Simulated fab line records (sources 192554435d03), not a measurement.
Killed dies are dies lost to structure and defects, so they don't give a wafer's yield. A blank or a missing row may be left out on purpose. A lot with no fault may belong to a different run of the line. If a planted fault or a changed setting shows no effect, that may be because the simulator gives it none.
Which tool is to blame? | flow n5-finfet | 24 lots with 72 wafers sampled at 6 steps, on a route of 1938 steps

== WHAT THE GAUGES SHOWED, per wafer ==
The record lacks any reading of a measuring or inspecting step that a usual standard deviation could be used to judge.

== TOOL THAT RAN EACH LOT (tool first, then ch and the chambers of the sampled wafers, then the start) ==
lot  | N5_BEOL_M8_ETCH_65                 | N5_BEOL_M8_STRIP_80                           | N5_BEOL_M8_CURE_75            | N5_BEOL_M8_SPUTTER_48        | N5_BEOL_M9_CURE_71            | N5_BEOL_M9_STRIP_19
L074 | rie-diel-06 ch 0,1,3, day 9 20:05  | rie-diel-06 ch 0,1,3, day 9 20:52 or earlier  | uv-cure-02 ch 1, day 9 20:52  | pvd-sputter-02, day 9 21:58  | uv-cure-01 ch 1, day 9 23:41  | rie-diel-05 ch 1,2, day 10 01:36
L075 | rie-diel-02 ch 0,1, day 10 02:13   | rie-diel-02 ch 0,1, day 10 02:54 or earlier   | uv-cure-03 ch 0, day 10 02:54 | pvd-sputter-02, day 10 04:28 | uv-cure-01 ch 1, day 10 05:47 | rie-diel-04 ch 1,3, day 10 07:43
L077 | rie-diel-06 ch 0,1,2, day 10 03:11 | rie-diel-06 ch 0,1,2, day 10 03:50 or earlier | uv-cure-02 ch 2, day 10 03:50 | pvd-sputter-01, day 10 06:41 | uv-cure-03 ch 0, day 10 07:48 | rie-diel-05 ch 0,1,2, day 10 10:49
L076 | rie-diel-03 ch 0,1, day 10 06:46   | rie-diel-03 ch 0,1, day 10 07:23 or earlier   | uv-cure-01 ch 0, day 10 07:23 | pvd-sputter-03, day 10 09:06 | uv-cure-03 ch 1, day 10 10:16 | rie-diel-01 ch 1,2, day 10 14:13
L079 | rie-diel-06 ch 0,2,3, day 11 08:40 | rie-diel-06 ch 0,2,3, day 11 09:20 or earlier | uv-cure-03 ch 2, day 11 09:20 | pvd-sputter-03, day 11 12:30 | uv-cure-02 ch 0, day 11 14:01 | rie-diel-01 ch 0,1,3, day 11 19:13
L078 | rie-diel-03 ch 0,3, day 11 09:01   | rie-diel-03 ch 0,3, day 11 09:39 or earlier   | uv-cure-03 ch 2, day 11 09:39 | pvd-sputter-02, day 11 12:44 | uv-cure-03 ch 1, day 11 14:13 | rie-diel-04 ch 0,3, day 11 19:26
L082 | rie-diel-02 ch 1,2, day 11 21:53   | rie-diel-02 ch 1,2, day 11 22:28 or earlier   | uv-cure-03 ch 2, day 11 22:28 | pvd-sputter-01, day 11 23:28 | uv-cure-03 ch 2, day 12 00:40 | rie-diel-04 ch 0,2,3, day 12 03:15
L080 | rie-diel-02 ch 0,1,3, day 11 22:25 | rie-diel-02 ch 0,1,3, day 11 23:02 or earlier | uv-cure-01 ch 0, day 11 23:02 | pvd-sputter-01, day 12 01:52 | uv-cure-01 ch 2, day 12 03:01 | rie-diel-04 ch 2,3, day 12 05:51
L081 | rie-diel-06 ch 0,1,3, day 11 22:47 | rie-diel-06 ch 0,1,3, day 11 23:25 or earlier | uv-cure-02 ch 1, day 11 23:25 | pvd-sputter-01, day 12 02:11 | uv-cure-03 ch 1, day 12 03:20 | rie-diel-01 ch 0,1,3, day 12 06:06
L085 | rie-diel-02 ch 0,1, day 12 07:17   | rie-diel-02 ch 0,1, day 12 08:05 or earlier   | uv-cure-03 ch 1, day 12 08:05 | pvd-sputter-02, day 12 10:22 | uv-cure-01 ch 1, day 12 11:29 | rie-diel-05 ch 1,3, day 12 14:07
L083 | rie-diel-02 ch 0,2,3, day 12 12:59 | rie-diel-02 ch 0,2,3, day 12 13:33 or earlier | uv-cure-02 ch 0, day 12 13:33 | pvd-sputter-03, day 12 14:59 | uv-cure-03 ch 2, day 12 16:05 | rie-diel-05 ch 1,3, day 12 18:28
L087 | rie-diel-02 ch 1,2, day 12 17:16   | rie-diel-02 ch 1,2, day 12 17:56 or earlier   | uv-cure-02 ch 1, day 12 17:56 | pvd-sputter-01, day 12 19:13 | uv-cure-03 ch 0, day 12 20:37 | rie-diel-05 ch 0,3, day 12 22:13
L084 | rie-diel-03 ch 0,1, day 12 17:19   | rie-diel-03 ch 0,1, day 12 18:11 or earlier   | uv-cure-02 ch 2, day 12 18:11 | pvd-sputter-02, day 12 20:19 | uv-cure-02 ch 2, day 12 21:36 | rie-diel-05 ch 0,3, day 13 00:57
L086 | rie-diel-06 ch 0,1,3, day 12 18:45 | rie-diel-06 ch 0,1,3, day 12 19:25 or earlier | uv-cure-02 ch 1, day 12 19:25 | pvd-sputter-02, day 12 20:49 | uv-cure-03 ch 1, day 12 22:02 | rie-diel-05 ch 0,1,3, day 13 00:55
L088 | rie-diel-03 ch 1,2, day 13 04:24   | rie-diel-03 ch 1,2, day 13 05:01 or earlier   | uv-cure-03 ch 0, day 13 05:01 | pvd-sputter-01, day 13 05:59 | uv-cure-03 ch 0, day 13 07:19 | rie-diel-04 ch 2,3, day 13 12:38
L089 | rie-diel-02 ch 0,2, day 13 10:26   | rie-diel-02 ch 0,2, day 13 11:07 or earlier   | uv-cure-03 ch 0, day 13 11:07 | pvd-sputter-03, day 13 12:22 | uv-cure-03 ch 2, day 13 14:01 | rie-diel-04 ch 0,3, day 13 16:52
L090 | rie-diel-02 ch 1,3, day 14 01:31   | rie-diel-02 ch 1,3, day 14 02:17 or earlier   | uv-cure-03 ch 1, day 14 02:17 | pvd-sputter-03, day 14 03:43 | uv-cure-03 ch 1, day 14 05:33 | rie-diel-04 ch 2,3, day 14 07:49
L092 | rie-diel-02 ch 0,2,3, day 14 10:50 | rie-diel-02 ch 0,2,3, day 14 11:25 or earlier | uv-cure-01 ch 0, day 14 11:25 | pvd-sputter-03, day 14 12:50 | uv-cure-03 ch 2, day 14 13:59 | rie-diel-01 ch 0,1,3, day 14 17:43
L091 | rie-diel-06 ch 0,2,3, day 14 11:11 | rie-diel-06 ch 0,2,3, day 14 11:45 or earlier | uv-cure-03 ch 2, day 14 11:45 | pvd-sputter-03, day 14 13:29 | uv-cure-03 ch 0, day 14 14:43 | rie-diel-01 ch 0,1,2, day 14 17:58
L093 | rie-diel-06 ch 0,1,2, day 14 20:00 | rie-diel-06 ch 0,1,2, day 14 20:37 or earlier | uv-cure-02 ch 2, day 14 20:37 | pvd-sputter-02, day 14 22:54 | uv-cure-03 ch 0, day 15 00:15 | rie-diel-01 ch 0,1,2, day 15 04:09
L094 | rie-diel-03 ch 0,2,3, day 15 03:01 | rie-diel-03 ch 0,2,3, day 15 03:35 or earlier | uv-cure-01 ch 0, day 15 03:35 | pvd-sputter-02, day 15 05:30 | uv-cure-03 ch 2, day 15 07:04 | rie-diel-04 ch 0,1,3, day 15 09:49
L097 | rie-diel-06 ch 2,3, day 15 13:37   | rie-diel-06 ch 2,3, day 15 14:14 or earlier   | uv-cure-02 ch 2, day 15 14:14 | pvd-sputter-01, day 15 15:16 | uv-cure-01 ch 1, day 15 16:34 | rie-diel-04 ch 0,2, day 15 19:44
L096 | rie-diel-03 ch 1,2,3, day 15 18:16 | rie-diel-03 ch 1,2,3, day 15 18:50 or earlier | uv-cure-01 ch 0, day 15 18:50 | pvd-sputter-03, day 15 20:14 | uv-cure-01 ch 1, day 15 21:20 | rie-diel-04 ch 0,2,3, day 16 00:19
L095 | rie-diel-03 ch 0,1,3, day 15 18:40 | rie-diel-03 ch 0,1,3, day 15 19:17 or earlier | uv-cure-03 ch 0, day 15 19:17 | pvd-sputter-02, day 15 20:48 | uv-cure-03 ch 2, day 15 22:03 | rie-diel-04 ch 0,1,2, day 16 00:50
- N5_BEOL_M8_ETCH_65: etches SiARC in CF4, target depth 15.6 nm, time 26 s.
- N5_BEOL_M8_STRIP_80: strips in N2/H2, time 10 s.
- N5_BEOL_M8_CURE_75: cures SiCOH lowk, time 120 s.
- N5_BEOL_M8_SPUTTER_48: material Cu, target thk 10 nm, time 1.667 s.
- N5_BEOL_M9_CURE_71: cures SiCOH lowk, time 240 s.
- N5_BEOL_M9_STRIP_19: strips in O2.

== WHAT THE TOOLS THEMSELVES READ (means of the sampled wafers that have a number; where no wafer has one, the mark that the record gives instead) ==
N5_BEOL_M8_ETCH_65. Usual: drypump-motor-current-A 5.6 A, standard deviation 0.51; etch-rf-on-time-s 26.5 s, standard deviation 0.67; oes-product-au 0.66 a.u., standard deviation 0.046; rf-vpp-V 183.8 V, standard deviation 1.2; showerhead-plenum-p-Torr 2.13 Torr, standard deviation 0.055; throttle-valve-pct 15.64 %, standard deviation 0.21.
lot  | tool        | drypump-motor-current-A (A) | etch-rf-on-time-s (s) | oes-product-au (a.u.) | rf-vpp-V (V) | showerhead-plenum-p-Torr (Torr) | throttle-valve-pct (%) | flag
L074 | rie-diel-06 | 5.9                         | 26.0                  | 0.68                  | 183.8        | 2.10                            | 15.71                  |
L075 | rie-diel-02 | 5.3                         | 26.9                  | 0.64                  | 183.6        | 2.13                            | 15.78                  |
L077 | rie-diel-06 | 5.5                         | 27.0                  | 0.67                  | 183.3        | 2.08                            | 15.69                  |
L076 | rie-diel-03 | 5.9                         | 26.4                  | 0.72                  | 184.6        | 2.21                            | 15.31                  |
L079 | rie-diel-06 | 6.1                         | 26.8                  | 0.67                  | 183.2        | 2.11                            | 15.71                  |
L078 | rie-diel-03 | 5.8                         | 25.5                  | 0.65                  | 184.8        | 2.16                            | 15.30                  |
L082 | rie-diel-02 | 5.0                         | 26.5                  | 0.71                  | 183.4        | 2.09                            | 15.68                  |
L080 | rie-diel-02 | 5.3                         | 27.0                  | 0.64                  | 184.2        | 2.15                            | 15.76                  |
L081 | rie-diel-06 | 5.9                         | 26.1                  | 0.66                  | 183.7        | 2.10                            | 15.74                  |
L085 | rie-diel-02 | 5.1                         | 27.5                  | 0.65                  | 184.1        | 2.11                            | 15.75                  |
L083 | rie-diel-02 | 5.3                         | 26.5                  | 0.65                  | 184.7        | 2.14                            | 15.80                  |
L087 | rie-diel-02 | 5.1                         | 26.1                  | 0.71                  | 182.1        | 2.08                            | 15.70                  |
L084 | rie-diel-03 | 5.9                         | 26.8                  | 0.70                  | 184.5        | 2.20                            | 15.34                  |
L086 | rie-diel-06 | 5.9                         | 26.2                  | 0.66                  | 184.3        | 2.09                            | 15.76                  |
L088 | rie-diel-03 | 6.0                         | 26.9                  | 0.70                  | 183.3        | 2.18                            | 15.40                  |
L089 | rie-diel-02 | 5.2                         | 26.2                  | 0.67                  | 182.9        | 2.10                            | 15.79                  |
L090 | rie-diel-02 | 5.3                         | 27.1                  | 0.63                  | 184.1        | 2.17                            | 15.76                  |
L092 | rie-diel-02 | 5.3                         | 26.3                  | 0.64                  | 183.7        | 2.14                            | 15.83                  |
L091 | rie-diel-06 | 6.1                         | 26.5                  | 0.66                  | 182.4        | 2.10                            | 15.75                  |
L093 | rie-diel-06 | 5.5                         | 26.6                  | 0.64                  | 183.1        | 2.06                            | 15.77                  |
L094 | rie-diel-03 | 5.7                         | 25.8                  | 0.65                  | 184.3        | 2.17                            | 15.33                  |
L097 | rie-diel-06 | 6.2                         | 26.6                  | 0.64                  | 184.2        | 2.12                            | 15.79                  |
L096 | rie-diel-03 | 5.9                         | 26.4                  | 0.65                  | 184.2        | 2.15                            | 15.44                  |
L095 | rie-diel-03 | 5.9                         | 26.3                  | 0.65                  | 185.6        | 2.17                            | 15.38                  |

N5_BEOL_M8_STRIP_80. Usual: drypump-motor-current-A 5.6 A, standard deviation 0.51; h2-flow-sccm 200.0 sccm, standard deviation 0.58; oes-product-au 0.78 a.u., standard deviation 0.052; rf-vpp-V 59.0 V, standard deviation 0.87; showerhead-plenum-p-Torr 2.52 Torr, standard deviation 0.073; throttle-valve-pct 23.6 %, standard deviation 0.36.
lot  | tool        | drypump-motor-current-A (A) | h2-flow-sccm (sccm) | oes-product-au (a.u.) | rf-vpp-V (V) | showerhead-plenum-p-Torr (Torr) | throttle-valve-pct (%) | flag
L074 | rie-diel-06 | 5.9                         | 199.9               | 0.79                  | 58.8         | 2.48                            | 23.7                   |
L075 | rie-diel-02 | 5.3                         | 199.9               | 0.76                  | 59.1         | 2.51                            | 23.8                   |
L077 | rie-diel-06 | 5.5                         | 200.1               | 0.79                  | 58.6         | 2.44                            | 23.5                   |
L076 | rie-diel-03 | 5.9                         | 199.7               | 0.85                  | 59.7         | 2.61                            | 23.2                   |
L079 | rie-diel-06 | 6.1                         | 200.0               | 0.80                  | 59.2         | 2.49                            | 23.7                   |
L078 | rie-diel-03 | 5.8                         | 199.8               | 0.76                  | 59.4         | 2.58                            | 23.4                   |
L082 | rie-diel-02 | 5.1                         | 200.8               | 0.83                  | 59.3         | 2.47                            | 24.0                   |
L080 | rie-diel-02 | 5.3                         | 200.2               | 0.76                  | 59.0         | 2.54                            | 23.7                   |
L081 | rie-diel-06 | 5.9                         | 200.0               | 0.77                  | 59.0         | 2.48                            | 23.8                   |
L085 | rie-diel-02 | 5.2                         | 200.3               | 0.78                  | 59.5         | 2.49                            | 23.8                   |
L083 | rie-diel-02 | 5.3                         | 200.0               | 0.77                  | 58.8         | 2.54                            | 23.9                   |
L087 | rie-diel-02 | 5.1                         | 200.3               | 0.84                  | 59.0         | 2.48                            | 24.1                   |
L084 | rie-diel-03 | 5.9                         | 199.9               | 0.83                  | 59.6         | 2.60                            | 23.3                   |
L086 | rie-diel-06 | 5.9                         | 200.4               | 0.77                  | 59.1         | 2.47                            | 23.8                   |
L088 | rie-diel-03 | 5.9                         | 200.2               | 0.84                  | 58.6         | 2.57                            | 23.3                   |
L089 | rie-diel-02 | 5.2                         | 199.8               | 0.78                  | 59.7         | 2.49                            | 24.2                   |
L090 | rie-diel-02 | 5.3                         | 200.3               | 0.75                  | 59.0         | 2.57                            | 23.6                   |
L092 | rie-diel-02 | 5.3                         | 200.0               | 0.74                  | 58.7         | 2.53                            | 23.9                   |
L091 | rie-diel-06 | 6.1                         | 199.6               | 0.77                  | 58.7         | 2.48                            | 23.7                   |
L093 | rie-diel-06 | 5.5                         | 200.0               | 0.75                  | 59.2         | 2.43                            | 23.6                   |
L094 | rie-diel-03 | 5.7                         | 199.7               | 0.77                  | 59.5         | 2.57                            | 23.3                   |
L097 | rie-diel-06 | 6.2                         | 200.3               | 0.75                  | 59.1         | 2.51                            | 23.9                   |
L096 | rie-diel-03 | 5.9                         | 200.3               | 0.77                  | 58.9         | 2.54                            | 23.4                   |
L095 | rie-diel-03 | 5.9                         | 200.5               | 0.76                  | 59.5         | 2.57                            | 23.4                   |

N5_BEOL_M8_CURE_75. Usual: lamp-power-pct 52.31 %, standard deviation 0.056; wafer_temp_C_max 371.4, standard deviation 0.57.
lot  | tool       | lamp-power-pct (%) | wafer_temp_C_max | flag
L074 | uv-cure-02 | 52.35              | 371.1            |
L075 | uv-cure-03 | 52.33              | 371.1            |
L077 | uv-cure-02 | 52.29              | 372.4            |
L076 | uv-cure-01 | 52.34              | 371.2            |
L079 | uv-cure-03 | 52.27              | 371.5            |
L078 | uv-cure-03 | 52.31              | 371.3            |
L082 | uv-cure-03 | 52.36              | 371.1            |
L080 | uv-cure-01 | 52.30              | 371.2            |
L081 | uv-cure-02 | 52.32              | 370.7            |
L085 | uv-cure-03 | 52.31              | 371.6            |
L083 | uv-cure-02 | 52.29              | 372.2            |
L087 | uv-cure-02 | 52.36              | 371.0            |
L084 | uv-cure-02 | 52.32              | 372.2            |
L086 | uv-cure-02 | 52.26              | 371.3            |
L088 | uv-cure-03 | 52.33              | 370.8            |
L089 | uv-cure-03 | 52.25              | 371.0            |
L090 | uv-cure-03 | 52.28              | 371.5            |
L092 | uv-cure-01 | 52.25              | 371.4            |
L091 | uv-cure-03 | 52.26              | 371.2            |
L093 | uv-cure-02 | 52.29              | 372.6            |
L094 | uv-cure-01 | 52.31              | 370.9            |
L097 | uv-cure-02 | 52.39              | 372.3            |
L096 | uv-cure-01 | 52.35              | 371.1            |
L095 | uv-cure-03 | 52.29              | 371.1            |

N5_BEOL_M8_SPUTTER_48. Usual: throttle-valve-pct 29.7 %, standard deviation 1.2.
lot  | tool           | throttle-valve-pct (%) | flag
L074 | pvd-sputter-02 | 29.7                   |
L075 | pvd-sputter-02 | 29.3                   |
L077 | pvd-sputter-01 | 28.5                   |
L076 | pvd-sputter-03 | 30.5                   |
L079 | pvd-sputter-03 | 29.6                   |
L078 | pvd-sputter-02 | 29.3                   |
L082 | pvd-sputter-01 | 30.7                   |
L080 | pvd-sputter-01 | 29.2                   |
L081 | pvd-sputter-01 | 29.6                   |
L085 | pvd-sputter-02 | 30.3                   |
L083 | pvd-sputter-03 | 29.7                   |
L087 | pvd-sputter-01 | 29.2                   |
L084 | pvd-sputter-02 | 29.0                   |
L086 | pvd-sputter-02 | 29.5                   |
L088 | pvd-sputter-01 | 29.7                   |
L089 | pvd-sputter-03 | 30.5                   |
L090 | pvd-sputter-03 | 30.5                   |
L092 | pvd-sputter-03 | 30.5                   |
L091 | pvd-sputter-03 | 30.4                   |
L093 | pvd-sputter-02 | 30.0                   |
L094 | pvd-sputter-02 | 30.3                   |
L097 | pvd-sputter-01 | 30.2                   |
L096 | pvd-sputter-03 | 29.7                   |
L095 | pvd-sputter-02 | 29.4                   |

N5_BEOL_M9_CURE_71. Usual: lamp-power-pct 52.31 %, standard deviation 0.051; wafer_temp_C_max 386.5, standard deviation 0.41.
lot  | tool       | lamp-power-pct (%) | wafer_temp_C_max | flag
L074 | uv-cure-01 | 52.36              | 386.1            |
L075 | uv-cure-01 | 52.36              | 386.7            |
L077 | uv-cure-03 | 52.31              | 386.3            |
L076 | uv-cure-03 | 52.29              | 386.6            |
L079 | uv-cure-02 | 52.32              | 386.9            |
L078 | uv-cure-03 | 52.28              | 387.1            |
L082 | uv-cure-03 | 52.31              | 386.6            |
L080 | uv-cure-01 | 52.29              | 387.0            |
L081 | uv-cure-03 | 52.30              | 386.4            |
L085 | uv-cure-01 | 52.28              | 386.5            |
L083 | uv-cure-03 | 52.30              | 386.5            |
L087 | uv-cure-03 | 52.30              | 386.0            |
L084 | uv-cure-02 | 52.30              | 387.5            |
L086 | uv-cure-03 | 52.32              | 386.7            |
L088 | uv-cure-03 | 52.28              | 386.1            |
L089 | uv-cure-03 | 52.28              | 386.5            |
L090 | uv-cure-03 | 52.33              | 386.7            |
L092 | uv-cure-03 | 52.34              | 386.4            |
L091 | uv-cure-03 | 52.29              | 386.0            |
L093 | uv-cure-03 | 52.30              | 386.2            |
L094 | uv-cure-03 | 52.31              | 386.6            |
L097 | uv-cure-01 | 52.32              | 386.5            |
L096 | uv-cure-01 | 52.34              | 386.6            |
L095 | uv-cure-03 | 52.25              | 386.3            |

N5_BEOL_M9_STRIP_19. Usual: drypump-motor-current-A 5.7 A, standard deviation 0.33; oes-product-au 0.80 a.u., standard deviation 0.098; rf-vpp-V 3.6 V, standard deviation 0.62; showerhead-plenum-p-Torr 2.10 Torr, standard deviation 0.048; throttle-valve-pct 16.57 %, standard deviation 0.2.
lot  | tool        | drypump-motor-current-A (A) | oes-product-au (a.u.) | rf-vpp-V (V) | showerhead-plenum-p-Torr (Torr) | throttle-valve-pct (%) | flag
L074 | rie-diel-05 | 5.4                         | 0.73                  | 2.8          | 2.10                            | 16.59                  |
L075 | rie-diel-04 | 6.0                         | 0.86                  | 3.3          | 2.14                            | 16.57                  |
L077 | rie-diel-05 | 5.5                         | 0.77                  | 3.8          | 2.14                            | 16.63                  |
L076 | rie-diel-01 | 5.5                         | 0.69                  | 3.6          | 2.07                            | 17.02                  |
L079 | rie-diel-01 | 5.5                         | 0.75                  | 3.6          | 2.07                            | 16.61                  |
L078 | rie-diel-04 | 5.7                         | 0.94                  | 4.2          | 2.14                            | 16.38                  |
L082 | rie-diel-04 | 5.9                         | 0.89                  | 3.5          | 2.11                            | 16.34                  |
L080 | rie-diel-04 | 6.0                         | 0.87                  | 3.5          | 2.11                            | 16.35                  |
L081 | rie-diel-01 | 5.5                         | 0.73                  | 3.9          | 2.06                            | 16.65                  |
L085 | rie-diel-05 | 5.5                         | 0.68                  | 3.6          | 2.09                            | 16.77                  |
L083 | rie-diel-05 | 5.3                         | 0.70                  | 3.4          | 2.09                            | 16.66                  |
L087 | rie-diel-05 | 5.5                         | 0.80                  | 3.2          | 2.18                            | 16.70                  |
L084 | rie-diel-05 | 5.5                         | 0.79                  | 3.1          | 2.18                            | 16.71                  |
L086 | rie-diel-05 | 5.4                         | 0.74                  | 3.5          | 2.14                            | 16.68                  |
L088 | rie-diel-04 | 6.1                         | 0.83                  | 3.5          | 2.07                            | 16.31                  |
L089 | rie-diel-04 | 5.7                         | 0.90                  | 3.3          | 2.13                            | 16.42                  |
L090 | rie-diel-04 | 6.0                         | 0.85                  | 3.3          | 2.10                            | 16.40                  |
L092 | rie-diel-01 | 5.5                         | 0.72                  | 3.7          | 2.06                            | 16.68                  |
L091 | rie-diel-01 | 5.4                         | 0.80                  | 4.4          | 2.08                            | 16.71                  |
L093 | rie-diel-01 | 5.4                         | 0.79                  | 3.4          | 2.08                            | 16.73                  |
L094 | rie-diel-04 | 5.9                         | 0.90                  | 3.5          | 2.13                            | 16.46                  |
L097 | rie-diel-04 | 6.0                         | 0.83                  | 3.4          | 2.08                            | 16.34                  |
L096 | rie-diel-04 | 5.9                         | 0.84                  | 3.8          | 2.10                            | 16.38                  |
L095 | rie-diel-04 | 6.0                         | 0.87                  | 4.0          | 2.10                            | 16.42                  |

== THE ANSWER, worked out from the rows above alone ==
Rule: a lot counts as off when the mean over its wafers that have a number is more than 3 standard deviations away from the usual mean. Also off: a lot with no number at a reading for which 4 or more lots have one. Any other lot the step has rows for is counted as sound. Order of review: gauges by route order, followed by the tools' own readings, for which a lot's mean as printed above is used. The first step at which some lot is off is used, and at that step the reading that is off furthest; a lot without a number counts as furthest.
None of the lots is off at any reading shown; this tells nothing.

== WHAT THE SIMULATOR HAD INSERTED ==
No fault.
